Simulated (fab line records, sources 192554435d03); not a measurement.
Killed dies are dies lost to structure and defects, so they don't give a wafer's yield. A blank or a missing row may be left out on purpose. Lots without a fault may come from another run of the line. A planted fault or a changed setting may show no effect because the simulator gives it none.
fab line records | flow n5_finfet
record lots=15 wafers=44 last_day=18
route steps=1938 shown BEOL_M5@1130
lots that met no fault: from a run of the same line without faults
start_h: hours from the record's first day to the start of the lot's first wafer shown | wait_h: hours since the lot's step before | " the same as in the row above | L1.1+2: a row that stands for several wafers | - no value, or no start given | * or withheld: withheld | < > ~ a bound
route shown NAME@n: a module of which the file shows steps, and the number in the route of the first | usual: mean/standard deviation of fault-free wafers | same: alike in all rows | chamber/n: place in a boat | sites: the reading at each site | _std_site: their standard deviation | _edge_site: outer sites' mean less inner sites' | radius_mm: how far each site lies from the wafer's centre | mask NAME#n: copy n | behind: the tool/chamber that last shaped the wafer | hold: why the lot was held/for how many hours/how that ended | device: the transistor (n, p or np) that didn't switch | end of line: the same wafers' tests at the end of the route | a step without rows: its recipe alone | killed: dies lost to structure and defects at the first sort, not the wafer's yield | map: a wafer's dies, x killed, . not, _ none there
set.NAME: the setting as run; set.NAME@STEP: as run at that earlier step | model.NAME: the simulator's own value behind a step, which no gauge read
steps of the route over a sample of lots; a table a step, a row a wafer
services: from which hour (start_h, from the record's first day; less than 0 if before it) a tool's chamber was out of use, for how many hours, and why
## steps
# step N5_BEOL_M5_ETCH_72
# recipe chemistry=N2/H2 target=underlayer target_depth_a=65 mask_material=CAR-EUV time_s=5.2 ion_energy_ev=200 pressure_mtorr=30 source_w=840 bias_w=150 n2_flow_sccm=200 h2_flow_sccm=200 ends=cleared
# usual drypump_motor_current_A=5.8/0.55 etch_rf_on_time_s=5.23/0.17 oes_product_au=0.68/0.089 rf_fwd_power_W=819.4/2.5 rf_vpp_V=524.6/2.7 showerhead_plenum_p_Torr=2.57/0.077 throttle_valve_pct=17.85/0.23
# columns lot.wafer tool chamber start_h wait_h drypump_motor_current_A etch_rf_on_time_s oes_product_au rf_fwd_power_W rf_hours_counter_h rf_vpp_V showerhead_plenum_p_Torr throttle_valve_pct
L118.1 rie_diel-02 2 169.36 0.0 5.9 5.44 0.59 818.0 236 521.6 2.39 17.69
L118.4 " 0 " " 5.2 5.49 0.59 819.8 225 526.5 2.60 17.73
L118.6 " 3 " " 6.3 5.39 0.58 820.1 - 524.8 2.64 17.98
L119.5 rie_diel-05 0 203.64 0.0 6.6 5.44 0.63 820.1 - 520.7 2.45 17.67
L119.6 " 2 " " 6.6 5.31 0.63 821.8 - 525.7 2.53 17.87
L121.1 rie_diel-03 1 209.98 0.0 5.3 4.77 0.65 820.8 188 525.5 2.51 18.09
L121.2 " 2 " " 6.0 5.26 0.80 817.0 12 524.2 2.61 17.89
L121.3 " 0 " " 5.9 5.12 0.79 819.9 23 523.7 2.50 17.89
L122.2 rie_diel-03 2 220.35 0.0 5.9 5.24 0.80 820.0 16 525.0 2.61 17.87
L122.4 " 0 " " 5.9 5.06 0.80 820.6 26 524.6 2.50 17.90
L122.5 " 0 " " 5.9 5.07 0.78 815.9 - 522.7 2.50 17.91
L124.1 rie_diel-03 3 235.12 0.0 4.8 5.15 0.62 821.3 192 526.0 2.63 17.98
L124.2 " 0 " " 6.0 5.00 0.79 819.9 30 522.5 2.50 17.90
L124.6 " 2 " " 6.0 5.20 0.79 816.7 - 524.8 2.60 17.88
L127.1 rie_diel-05 3 246.09 0.0 5.8 5.34 0.59 818.7 189 525.2 2.64 18.16
L127.2 " 2 " " 6.6 5.32 0.62 822.3 177 524.2 2.52 17.88
L127.5 " 2 " " 6.6 5.34 0.62 821.9 - 524.5 2.52 17.88
L129.3 rie_diel-02 0 252.98 0.0 5.2 5.47 0.58 817.6 249 522.0 2.59 17.76
L129.4 " 3 " " 6.2 5.38 0.56 819.2 246 526.5 2.64 18.02
L129.6 " 3 " " 6.2 5.35 0.58 823.7 - 525.4 2.64 17.99
L128.2 rie_diel-03 3 254.63 0.0 4.8 5.14 0.61 816.5 198 527.0 2.63 17.99
L128.4 " 2 " " 6.0 5.16 0.79 819.0 27 528.4 2.60 17.89
L128.6 " 3 " " 4.8 5.19 0.60 820.9 - 527.2 2.63 18.00
L131.2 rie_diel-02 1 259.99 0.0 6.3 5.23 0.68 819.0 89 524.1 2.59 17.67
L131.4 " 1 " " 6.3 5.27 0.68 816.9 - 523.5 2.59 17.71
L131.6 " 2 " " 5.9 5.46 0.78 816.5 - 528.1 2.70 17.32
L133.2 rie_diel-03 3 270.16 0.0 4.8 5.17 0.61 820.9 202 528.1 2.63 17.99
L133.3 " 2 " " 6.0 5.13 0.79 815.2 30 526.3 2.60 17.93
L133.5 " 1 " " 5.3 4.79 0.63 818.8 - 522.6 2.50 18.12
L132.1 rie_diel-05 1 278.67 0.0 5.3 5.12 0.78 819.0 17 526.7 2.59 17.64
L132.3 " 2 " " 6.6 5.24 0.61 818.3 186 522.6 2.52 17.89
L132.6 " 3 " " 5.9 5.31 0.58 820.2 - 527.1 2.63 18.20
L134.3 rie_diel-03 1 287.01 0.0 5.4 4.83 0.63 824.6 211 524.9 2.50 18.15
L134.4 " 3 " " 4.8 5.17 0.61 823.1 206 527.2 2.63 18.00
L134.6 " 0 " " 5.9 5.07 0.76 814.5 - 522.1 2.49 17.92
L136.2 rie_diel-05 0 297.02 0.0 6.6 5.48 0.60 820.0 187 519.6 2.44 17.73
L136.5 " 1 " " 5.3 5.24 0.77 823.5 - 524.1 2.59 17.70
L136.6 " 2 " " 6.6 5.36 0.61 819.5 - 522.8 2.51 17.92
L139.3 rie_diel-02 2 321.35 0.0 5.9 5.39 0.74 818.7 28 528.9 2.69 17.40
L139.5 " 0 " " 5.2 5.25 0.79 819.3 - 527.4 2.58 17.49
L139.6 " 3 " " 6.3 5.10 0.87 820.5 - 524.4 2.63 17.52
L140.1 rie_diel-05 3 321.83 0.0 5.8 5.35 0.57 822.0 211 529.3 2.63 18.21
L140.3 " 2 " " 6.6 5.23 0.61 822.0 198 521.5 2.51 17.92
L140.4 " 0 " " 6.6 5.38 0.61 816.9 194 518.8 2.43 17.74
# step N5_BEOL_M5_CD_MEAS_18
# recipe pitch_nm=56 target_cd_nm=28
# usual cd_nm=28.0/0.46
# columns lot.wafer tool chamber start_h wait_h cd_nm
L118.1 cd_sem-01 - 169.76 0.0 28.0
L118.4 " - " " 27.6
L118.6 " - " " 27.9
L119.5 cd_sem-02 - 204.04 0.0 28.1
L119.6 " - " " 27.8
L121.1 cd_sem-03 - 210.40 0.0 28.2
L121.2 " - " " 28.3
L121.3 " - " " 28.1
L122.2 cd_sem-01 - 220.83 0.1 27.9
L122.4 " - " " 28.0
L122.5 " - " " 27.4
L124.1 cd_sem-01 - 235.51 0.0 28.3
L124.2 " - " " 27.9
L124.6 " - " " 28.4
L127.1 cd_sem-03 - 246.48 0.0 27.7
L127.2 " - " " 28.5
L127.5 " - " " 28.9
L129.3 cd_sem-02 - 253.42 0.1 27.3
L129.4 " - " " 27.4
L129.6 " - " " 27.7
L128.2 cd_sem-01 - 255.03 0.1 27.9
L128.4 " - " " 28.0
L128.6 " - " " 27.5
L131.2 cd_sem-02 - 260.39 0.1 27.9
L131.4 " - " " 27.9
L131.6 " - " " 28.5
L133.2 cd_sem-01 - 270.57 0.1 27.5
L133.3 " - " " 27.7
L133.5 " - " " 28.0
L132.1 cd_sem-02 - 279.12 0.0 28.4
L132.3 " - " " 28.6
L132.6 " - " " 28.1
L134.3 cd_sem-03 - 287.41 0.1 28.2
L134.4 " - " " 27.9
L134.6 " - " " 28.0
L136.2 cd_sem-03 - 297.42 0.1 28.2
L136.5 " - " " 28.0
L136.6 " - " " 28.5
L139.3 cd_sem-02 - 321.75 0.1 29.1
L139.5 " - " " 27.9
L139.6 " - " " 27.9
L140.1 cd_sem-03 - 322.39 0.0 27.4
L140.3 " - " " 27.7
L140.4 " - " " 28.1
# step N5_BEOL_M5_DEVELOP_27
# recipe develop_time_s=30 developer=TMAH resist=CAR-EUV rinse_liquid=surfactant_rinse dry=air_spin dev_temp_c=23
# usual chill_plate_temp_C=23.02/0.1 develop_time_s=30/0
# columns lot.wafer tool chamber start_h wait_h chill_plate_temp_C develop_time_s
L118.1 litho_track-03 0 176.94 - 23.17 30
L118.4 " 0 " " 23.14 30
L118.6 " 0 " " 23.16 30
L119.5 litho_track-04 - 204.85 - - -
L119.6 " - " " - -
L121.1 litho_track-04 - 211.95 - - -
L121.2 " - " " - -
L121.3 " - " " - -
L122.2 litho_track-04 - 222.93 - - -
L122.4 " - " " - -
L122.5 " - " " - -
L124.1 litho_track-03 0 237.98 - 23.21 30
L124.2 " 0 " " 23.10 30
L124.6 " 0 " " 22.97 30
L127.1 litho_track-03 0 247.88 - 23.10 30
L127.2 " 0 " " 23.01 30
L127.5 " 0 " " 23.04 30
L129.3 litho_track-04 0 253.93 - 23.14 30
L129.4 " 0 " " 23.12 30
L129.6 " 0 " " 23.18 30
L128.2 litho_track-04 0 255.32 - 22.94 30
L128.4 " 0 " " 23.03 30
L128.6 " 0 " " 22.95 30
L131.2 litho_track-04 0 260.88 - 22.94 30
L131.4 " 0 " " 23.03 30
L131.6 " 0 " " 22.83 30
L133.2 litho_track-04 0 273.62 - 22.84 30
L133.3 " 0 " " 22.91 30
L133.5 " 0 " " 22.99 30
L132.1 litho_track-05 0 279.95 - 23.09 30
L132.3 " 0 " " 23.05 30
L132.6 " 0 " " 23.06 30
L134.3 litho_track-04 0 287.83 - 23.10 30
L134.4 " 0 " " 23.03 30
L134.6 " 0 " " 23.04 30
L136.2 litho_track-05 0 300.26 - 22.88 30
L136.5 " 0 " " 22.81 30
L136.6 " 0 " " 23.02 30
L140.1 litho_track-03 0 322.77 - 22.96 30
L140.3 " 0 " " 23.11 30
L140.4 " 0 " " 22.98 30
L139.3 litho_track-05 0 322.95 - 23.13 30
L139.5 " 0 " " 23.02 30
L139.6 " 0 " " 23.19 30
# step N5_BEOL_M5_CD_MEAS_28
# recipe target_cd_nm=30.6 landing_energy_ev=500 detector=se_inlens target_cd_y_nm=20 polarity=opening
# usual cd_nm=30.60/0.22
# columns lot.wafer tool chamber start_h wait_h cd_nm
L118.1 cd_sem-01 0 176.99 - 30.49
L118.4 " 0 " " 30.63
L118.6 " 0 " " 30.65
L119.5 cd_sem-01 0 204.92 - -
L119.6 " 0 " " -
L121.1 cd_sem-01 0 212.01 - -
L121.2 " 0 " " -
L121.3 " 0 " " -
L122.2 cd_sem-02 0 222.99 - -
L122.4 " 0 " " -
L122.5 " 0 " " -
L124.1 cd_sem-03 0 238.04 - 30.47
L124.2 " 0 " " 30.63
L124.6 " 0 " " 30.82
L127.1 cd_sem-02 0 247.94 - 30.61
L127.2 " 0 " " 31.05
L127.5 " 0 " " 30.70
L129.3 cd_sem-02 0 253.99 - 31.03
L129.4 " 0 " " 31.09
L129.6 " 0 " " 30.87
L128.2 cd_sem-01 0 255.38 - 30.67
L128.4 " 0 " " 31.04
L128.6 " 0 " " 30.70
L131.2 cd_sem-03 0 260.94 - 30.28
L131.4 " 0 " " 30.37
L131.6 " 0 " " 30.35
L133.2 cd_sem-01 0 273.68 - 30.88
L133.3 " 0 " " 30.39
L133.5 " 0 " " 30.53
L132.1 cd_sem-03 0 280.01 - 30.85
L132.3 " 0 " " 30.61
L132.6 " 0 " " 30.51
L134.3 cd_sem-03 0 287.89 - 30.79
L134.4 " 0 " " 31.00
L134.6 " 0 " " 30.56
L136.2 cd_sem-03 0 300.32 - 30.67
L136.5 " 0 " " 30.58
L136.6 " 0 " " 30.68
L140.1 cd_sem-03 0 322.83 - 30.68
L140.3 " 0 " " 30.92
L140.4 " 0 " " 30.56
L139.3 cd_sem-02 0 323.01 - 30.54
L139.5 " 0 " " 30.55
L139.6 " 0 " " 30.66
## services
# columns tool chamber start_h hours kind
rie_diel-02 - 145.77 0.3 repair
rie_diel-03 2 149.60 - clean
rie_diel-03 2 149.60 - consumable_replace:focus_ring
litho_track-03 - 182.43 - consumable_replace:filter
rie_diel-05 1 196.49 - clean
rie_diel-05 1 196.49 - consumable_replace:focus_ring
rie_diel-05 1 196.49 20.2 scheduled_down
rie_diel-05 1 196.49 20.2 vent_cycle
rie_diel-02 2 214.60 - clean
rie_diel-02 2 214.60 - consumable_replace:focus_ring
rie_diel-02 2 214.60 - consumable_replace:showerhead
rie_diel-02 2 214.60 22.7 scheduled_down
rie_diel-02 2 214.60 22.7 vent_cycle
rie_diel-02 0 254.63 - clean
rie_diel-02 0 254.63 - consumable_replace:focus_ring
rie_diel-02 0 254.63 32.4 scheduled_down
rie_diel-02 0 254.63 32.4 vent_cycle
litho_track-04 - 276.01 - consumable_replace:filter
rie_diel-02 3 287.04 - clean
rie_diel-02 3 287.04 - consumable_replace:focus_ring
rie_diel-02 3 287.04 29.0 scheduled_down
rie_diel-02 3 287.04 29.0 vent_cycle
rie_diel-03 1 298.81 7.3 repair
rie_diel-02 1 322.00 2.0 repair
## key
first_sign step=N5_BEOL_M5_DEVELOP_27 reading=tool_record direction=missing
effect none on later readings
met_at N5_BEOL_M5_DEVELOP_27
struck_lots L119,L121,L122
later_rows_left_out L119.5,L119.6,L121.1,L121.2,L121.3,L122.2,L122.4,L122.5
sort_left_out L119.5,L119.6,L121.1,L121.2,L121.3,L122.2,L122.4,L122.5
not_acting_at N5_BEOL_M5_ETCH_72,N5_BEOL_M5_CD_MEAS_18,N5_BEOL_M5_CD_MEAS_28
fault kind=skipped_step_whole tool=litho_track-04 chamber=- onset_h=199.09 steps=N5_BEOL_M5_DEVELOP_27 scope=struck_lots_only
# sort_left_out: the simulated sort isn't trusted on such a fault, so these wafers' sort isn't shown, and their yield isn't known
# later_rows_left_out: the simulator's readings of these wafers behind a module that went badly wrong aren't trusted and aren't shown, but for the sort
